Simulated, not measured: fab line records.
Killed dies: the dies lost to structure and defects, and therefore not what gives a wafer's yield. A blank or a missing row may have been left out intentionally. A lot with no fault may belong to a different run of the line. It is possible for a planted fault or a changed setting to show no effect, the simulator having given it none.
Matching of chambers | flow n5 finfet | 3 sister chambers for N5_BEOL_M0_DEP_125 on pecvd-03
The step deposits SiCN from 3MS/NH3, target thk 8 nm, time 14 s. 3 wafers are shown with their chamber, then 9 later ones without.

WAFERS PAIRED WITH THEIR CHAMBERS
wafer  | chamber | throttle valve pct (%)
L087.5 | 2       | 8.9
L090.4 | 0       | 9.3
L090.6 | 1       | 8.8

WAFERS WITH NO CHAMBER GIVEN
wafer  | throttle valve pct (%)
L092.1 | 9.0
L092.3 | 9.2
L092.4 | 8.8
L094.2 | 9.4
L094.4 | 8.4
L094.5 | 9.4
L097.1 | 8.8
L097.5 | 9.4
L097.6 | 9.2

WHICH CHAMBER EACH WENT THROUGH
wafer  | from the rows above          | in truth
L092.1 | can't be placed: 2 or 1 or 0 | 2
L092.3 | can't be placed: 0 or 2 or 1 | 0
L092.4 | can't be placed: 1 or 2      | 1
L094.2 | 0                            | 0
L094.4 | can't be placed: 1 or 2      | 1
L094.5 | 0                            | 0
L097.1 | can't be placed: 1 or 2      | 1
L097.5 | 0                            | 0
L097.6 | can't be placed: 0 or 2 or 1 | 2
Correct placement for 3 of the 9. Can't be placed from these rows: 6 (the true chamber is among the candidates in 6). 0 placed wrongly.
How it was worked out, from the rows above alone: a wafer's distance from a chamber is the root of the sum, over the readings, of the square of ((its reading less the chamber's mean) divided by the reading's scatter). The wafer belongs to the nearest chamber; if the next one is less than 2 further off, it can't be placed. Each chamber's mean is taken over the wafers shown for it. The scatter: root of mean squared gap, hidden wafer to nearest shown wafer, with one shown wafer a chamber.
